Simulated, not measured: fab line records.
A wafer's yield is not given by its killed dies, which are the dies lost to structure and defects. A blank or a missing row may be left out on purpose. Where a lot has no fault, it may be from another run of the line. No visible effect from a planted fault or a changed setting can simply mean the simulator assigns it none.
What tool caused it? ; flow n5 finfet ; 24 lots, 72 wafers sampled, at 2 steps of a route of 1938

WHAT EACH GAUGE READ, for each wafer
N5_BEOL_M4_CD_MEAS_35: target cd 18 nm, target cd y 22.4 nm.
lot;measured;on;cd nm (nm)
L074;day 7 22:38;cd sem-01;17.8 17.6 17.8
L076;day 8 14:04;cd sem-01;17.8 17.6 17.9
L075;day 9 06:47;cd sem-02;17.9 18.1 18.1
L078;day 9 12:14;cd sem-02;17.9 17.6 18.0
L077;day 9 19:14;cd sem-02;17.8 17.8 18.7
L079;day 10 11:38;cd sem-01;17.7 18.0 18.1
L083;day 10 11:38;cd sem-02;18.3 18.4 18.3
L081;day 10 14:29;cd sem-02;17.5 18.3 17.9
L080;day 10 14:34;cd sem-02;18.5 17.7 18.1
L082;day 11 04:01;cd sem-01;18.6 18.0 17.6
L087;day 11 06:44;cd sem-02;17.6 18.5 17.7
L084;day 11 06:46;cd sem-02;17.9 17.9 18.2
L085;day 11 19:37;cd sem-02;17.8 18.0 18.3
L086;day 12 00:37;cd sem-01;17.9 18.1 17.8
L090;day 12 06:01;cd sem-03;17.7 17.9 17.7
L088;day 12 08:46;cd sem-02;18.2 18.5 17.8
L089;day 12 17:10;cd sem-01;17.8 17.9 18.6
L092;day 13 07:29;cd sem-03;18.6 18.2 18.0
L091;day 13 07:37;cd sem-01;18.2 17.5 18.7
L093;day 13 08:39;cd sem-02;18.2 17.8 18.2
L096;day 13 15:25;cd sem-02;17.9 18.2 18.2
L094;day 13 16:42;cd sem-01;17.9 17.9 17.8
L095;day 13 22:54;cd sem-01;17.9 18.0 18.5
L097;day 14 15:07;cd sem-02;17.9 18.3 18.5

WHICH TOOL RAN EACH LOT (tool, then ch and the chambers of the sampled wafers, then the start)
lot;N5_BEOL_M4_ETCH_70
L074;rie diel-03 ch 1,2, day 7 22:08
L076;rie diel-03 ch 1,2, day 8 13:34
L075;rie diel-01 ch 0,1,2, day 9 06:17
L078;rie diel-03 ch 0,2, day 9 11:43
L077;rie diel-01 ch 0,1, day 9 18:43
L079;rie diel-03 ch 1,3, day 10 11:07
L083;rie diel-06 ch 1,2, day 10 11:08
L081;rie diel-01 ch 2,3, day 10 13:59
L080;rie diel-03 ch 0,2,3, day 10 14:03
L082;rie diel-01 ch 0,1, day 11 03:30
L087;rie diel-01 ch 2,3, day 11 06:13
L084;rie diel-03 ch 0,1,3, day 11 06:15
L085;rie diel-01 ch 0,2,3, day 11 19:06
L086;rie diel-01 ch 1,2,3, day 12 00:06
L090;rie diel-06 ch 1,2, day 12 05:30
L088;rie diel-03 ch 1,2,3, day 12 08:15
L089;rie diel-01 ch 0,1, day 12 16:38
L092;rie diel-01 ch 0,2, day 13 06:58
L091;rie diel-03 ch 0,1,2, day 13 07:05
L093;rie diel-06 ch 1,3, day 13 08:08
L096;rie diel-03 ch 0,2,3, day 13 14:55
L094;rie diel-01 ch 1,2,3, day 13 16:11
L095;rie diel-01 ch 2,3, day 13 22:23
L097;rie diel-03 ch 0,2, day 14 14:36
- N5_BEOL_M4_ETCH_70: etches SOC in N2/H2, target depth 80 nm, overetch 24 nm, time 130 s.

AS READ BY THE TOOLS THEMSELVES (means over the sampled wafers that have a number; for cases with no such wafer, the mark the record gives instead)
N5_BEOL_M4_ETCH_70.
lot;tool;chamber pressure mTorr (mTorr);drypump motor current A (A);oes product au (a.u.);rf vpp V (V);showerhead plenum p Torr (Torr);throttle valve pct (%)
L074;rie diel-03;29.995;5.7;0.61;527.7;2.68;17.7
L076;rie diel-03;30.007;5.7;0.61;526.5;2.68;17.7
L075;rie diel-01;29.981;5.6;0.59;523.7;2.56;17.9
L078;rie diel-03;30.002;5.9;0.55;526.4;2.63;18.1
L077;rie diel-01;30.002;5.5;0.60;523.1;2.54;17.7
L079;rie diel-03;29.983;5.6;0.60;526.0;2.59;17.6
L083;rie diel-06;30.014;6.1;0.58;521.0;2.48;18.1
L081;rie diel-01;30.009;5.9;0.57;525.4;2.59;17.9
L080;rie diel-03;30.016;5.6;0.54;523.8;2.56;18.0
L082;rie diel-01;30.007;5.5;0.59;523.7;2.53;17.7
L087;rie diel-01;30.016;6.0;0.60;524.1;2.53;17.6
L084;rie diel-03;30.005;5.6;0.55;524.3;2.56;17.9
L085;rie diel-01;29.984;5.8;0.59;524.3;2.53;17.9
L086;rie diel-01;30.022;5.8;0.57;524.3;2.55;17.7
L090;rie diel-06;30.006;6.5;0.55;522.3;2.49;18.2
L088;rie diel-03;29.993;5.5;0.57;524.2;2.57;17.8
L089;rie diel-01;30.018;5.5;0.58;523.3;2.53;17.8
L092;rie diel-01;30.008;5.6;0.57;522.9;2.53;18.2
L091;rie diel-03;29.968;5.8;0.63;526.8;2.64;17.7
L093;rie diel-06;29.992;5.7;0.58;522.3;2.48;18.0
L096;rie diel-03;29.999;5.6;0.67;526.7;2.65;17.8
L094;rie diel-01;29.979;5.8;0.57;524.1;2.55;17.7
L095;rie diel-01;30.002;6.0;0.55;525.4;2.57;17.9
L097;rie diel-03;30.006;5.9;0.65;525.8;2.62;17.9

THE ANSWER, worked out from the rows above alone
Rule: usual is defined by the lots themselves. The widest of any qualifying gaps counts: lots, ordered by their means at a reading, are off when they make up no more than a third of the lots, leave a main group of 4 or more, and stand apart from it by 3 or more times the standard deviation of that group's means. Not used: any main group whose means are identical at the precision the tables above print for the reading. A lot without any number at a reading at which 4 lots or more have one is off too. All remaining lots with rows at the step are treated as sound. The gauges are gone through in route order, then the tools' own readings, and for those a lot's mean is taken as printed above. The first step at which some lot is off is used, and at that step the reading that is off furthest; a lot without a number counts as furthest.
Across all readings shown, no lot is off: no conclusion can be drawn from this.

WHAT HAD BEEN PUT IN BY THE SIMULATOR
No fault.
